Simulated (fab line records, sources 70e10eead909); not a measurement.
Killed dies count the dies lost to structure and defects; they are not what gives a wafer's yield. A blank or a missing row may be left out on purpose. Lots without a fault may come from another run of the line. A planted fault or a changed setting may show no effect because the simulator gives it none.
Matching of chambers | flow nand harc | rie diel-01 running NHARC_A_STAIRCASE_STRIP_476: 4 sister chambers
The step strips in O2, time 20 s. 14 wafers are shown with their chamber, then 7 later ones without.

## WAFERS PAIRED WITH THEIR CHAMBERS
wafer  | chamber | showerhead plenum p Torr (Torr) | throttle valve pct (%) | oes product au (a.u.)
L141.2 | 0       | 3.33                            | 17.048                 | 1.003
L141.4 | 1       | 3.50                            | 17.033                 | 1.011
L141.5 | 2       | 3.47                            | 17.036                 | 1.010
L142.1 | 2       | 3.47                            | 17.052                 | 1.003
L142.2 | 0       | 3.33                            | 17.042                 | 1.004
L142.3 | 1       | 3.50                            | 17.030                 | 1.005
L144.2 | 2       | 3.47                            | 17.043                 | 1.001
L144.4 | 0       | 3.32                            | 17.034                 | 0.996
L144.5 | 0       | 3.32                            | 17.037                 | 0.998
L152.2 | 2       | 3.45                            | 17.041                 | 1.009
L152.3 | 0       | 3.31                            | 17.050                 | 1.001
L152.5 | 3       | 3.47                            | 17.029                 | 0.999
L154.1 | 3       | 3.47                            | 17.037                 | 1.008
L154.5 | 3       | 3.47                            | 17.043                 | 1.005

SIGNATURES, as means of the wafers listed above
reading                  | chamber 0 | chamber 1 | chamber 2 | chamber 3 | scatter within a chamber
showerhead plenum p Torr | 3.3220    | 3.5000    | 3.4650    | 3.4700    | 0.00762
throttle valve pct       | 17.04220  | 17.03150  | 17.04300  | 17.03633  | 0.00653
oes product au           | 1.00040   | 1.00800   | 1.00575   | 1.00400   | 0.00405
Rule: a wafer lies at a distance from a chamber equal to the root of the sum of squares, over the readings, of (its reading less the chamber's mean, divided by the reading's scatter). The wafer belongs to the nearest chamber; if the next one is less than 2 further off, it can't be placed. The scatter: take each reading less its chamber's mean, square it, sum over the shown wafers, divide by the number of wafers less the number of chambers, and take the root.

## WAFERS WHOSE CHAMBER IS MISSING
wafer  | showerhead plenum p Torr (Torr) | throttle valve pct (%) | oes product au (a.u.)
L154.6 | 3.45                            | 17.036                 | 1.000
L158.3 | 3.45                            | 17.048                 | 0.990
L158.5 | 3.48                            | 17.044                 | 1.001
L158.6 | 3.45                            | 17.025                 | 0.996
L160.3 | 3.29                            | 17.044                 | 0.991
L160.5 | 3.46                            | 17.039                 | 1.011
L160.6 | 3.44                            | 17.052                 | 0.990

## WHICH CHAMBER EACH ONE RAN IN
wafer  | from the rows above          | in truth
L154.6 | can't be placed: 2 or 3      | 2
L158.3 | can't be placed: 2 or 3      | 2
L158.5 | can't be placed: 3 or 2 or 1 | 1
L158.6 | can't be placed: 3 or 2      | 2
L160.3 | 0                            | 0
L160.5 | can't be placed: 2 or 3      | 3
L160.6 | can't be placed: 2 or 3      | 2
Correct placement for 1 of the 7. From these rows, 6 cannot be placed; in 6 the true chamber is one of the candidates. Number placed wrongly: 0.
